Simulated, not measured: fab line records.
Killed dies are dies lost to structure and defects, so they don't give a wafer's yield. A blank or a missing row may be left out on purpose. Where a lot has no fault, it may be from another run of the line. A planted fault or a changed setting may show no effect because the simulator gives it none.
One fault through the eyes of 3 desks ; flow n5 finfet ; only its own numbers are on each desk; what lay behind them is given at the end

## THE DEFECT DESK
Per lot, the means of the sampled wafers with a number show what the inspections along the route counted. Marked OUT: a lot whose mean sits more than 4 standard deviations from the usual mean, which makes it out of limits; the brackets give that distance.
Columns: A = raw defect count at N5_BEOL_M1_INSPECT_59, usual 72
lot;first seen here;A
L740;day 6 23:43;69
L741;day 7 14:49;83
L743;day 8 06:52;75
L745;day 8 15:10;114
L748;day 9 13:15;96
L750;day 9 13:37;50
L754;day 10 19:23;840 (+33) OUT
L757;day 11 13:36;764 (+30) OUT
L761;day 12 07:06;113
L760;day 12 08:15;76
Finding of this desk: L754, L757 out of limits; the first was L754 at day 10 19:23, on raw defect count at N5_BEOL_M1_INSPECT_59. L740, L741, L743, L745, L748, L750, L761, L760 stayed within limits.

## FOR THE TOOL OWNER'S DESK: cmp-04
The tool's own readings at N5_BEOL_M1_CMP_52 (polishes, stops on SiOC, t overpolish 6.8 s, target thk 40 nm): means of the sampled wafers that have a number, for each lot that ran on this tool. Marked OUT: a lot whose mean sits more than 4 standard deviations from the usual mean, which makes it out of limits; the brackets give that distance.
Columns: A = barrier field endpoint s at N5_BEOL_M1_CMP_52, usual 24.4 s; B = motor current A at N5_BEOL_M1_CMP_52, usual 6.3 A; C = overpolish run s at N5_BEOL_M1_CMP_52, usual 6.799 s; D = slurry flow ml min at N5_BEOL_M1_CMP_52, usual 150.0; E = time to endpoint s at N5_BEOL_M1_CMP_52, usual 62 s
lot;first seen here;A;B;C;D;E
L743;day 8 06:20;23.9;6.1;6.807;149.8;62
L745;day 8 14:35;23.8;6.2;6.803;149.7;63
L748;day 9 12:43;24.1;5.9;6.798;150.1;60
L754;day 10 18:53;32.6 (+11) OUT;6.1;3.417 (-99 or more) OUT;149.9;72
L757;day 11 13:10;32.8 (+11) OUT;6.2;3.430 (-99 or more) OUT;149.9;71
Finding of this desk: L754, L757 out of limits; the first was L754 at day 10 18:53, on barrier field endpoint s at N5_BEOL_M1_CMP_52. L743, L745, L748 stayed within limits.

## METROLOGY DESK
Lot by lot, what the gauges showed, no matter which tool ran the lot: averages of those sampled wafers that carry a number. Marked OUT: a lot whose mean sits more than 4 standard deviations from the usual mean, which makes it out of limits; the brackets give that distance. 7 of its 10 readings are shown, namely those furthest out on some lot.
Columns: A = DIBL_P at N5_BEOL_M4_RC_MEAS_101, usual 38 mV/V; B = IOFF_N at N5_BEOL_M4_RC_MEAS_101, usual 0.18 nA/um; C = ION_N at N5_BEOL_M4_RC_MEAS_101, usual 678 uA/um; D = SS_N at N5_BEOL_M4_RC_MEAS_101, usual 71.7 mV/dec; E = SS_P at N5_BEOL_M4_RC_MEAS_101, usual 73.7 mV/dec; F = VT_N at N5_BEOL_M4_RC_MEAS_101, usual 249 mV; G = VT_P at N5_BEOL_M4_RC_MEAS_101, usual -248 mV
lot;first seen here;A;B;C;D;E;F;G
L740;day 11 05:18;35;0.15;686;71.3;73.0;247;-248
L741;day 11 17:44;38;0.18;691;71.4;74.1;244;-244
L745;day 12 01:53;39;0.18;676;71.4;73.9;250;-247
L743;day 12 09:07;34;0.13;665;71.3;72.8;253;-248
L750;day 13 12:31;38;0.18;680;71.3;73.9;248;-248
L748;day 14 00:48;37;0.14;659;71.3;72.9;251;-250
L754;day 15 06:35;39;0.21;685;72.4;73.9;247;-243
L757;day 15 13:26;38;0.15;669;71.3;73.4;251;-251
L760;day 16 07:49;40;0.20;693;71.5;74.4;246;-246
L761;day 16 15:21;41;0.24;686;72.6;74.6;244;-245
This desk's finding: nothing out of limits on any of the 10 lots.

## ALL TOGETHER
An alarm could have come from the tool owner's desk at day 10 18:53, on L754, L757.
The defect desk could have raised an alarm at day 10 19:23, on L754, L757.
From the metrology desk's view, nothing was out of limits.
The metrology desk has L754, L757 on record, within its limits.
The lots listed all ran N5_BEOL_M1_CMP_52 on cmp-04.

## WHAT THE SIMULATOR PUT IN
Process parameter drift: cmp-04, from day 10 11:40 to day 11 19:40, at N5_BEOL_M1_CMP_52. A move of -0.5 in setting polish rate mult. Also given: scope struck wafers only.
Struck lots among those shown: L754, L757.
Hours from the fault's start to each desk's first reading out of limits: the tool owner's desk, 7; the defect desk, 8.
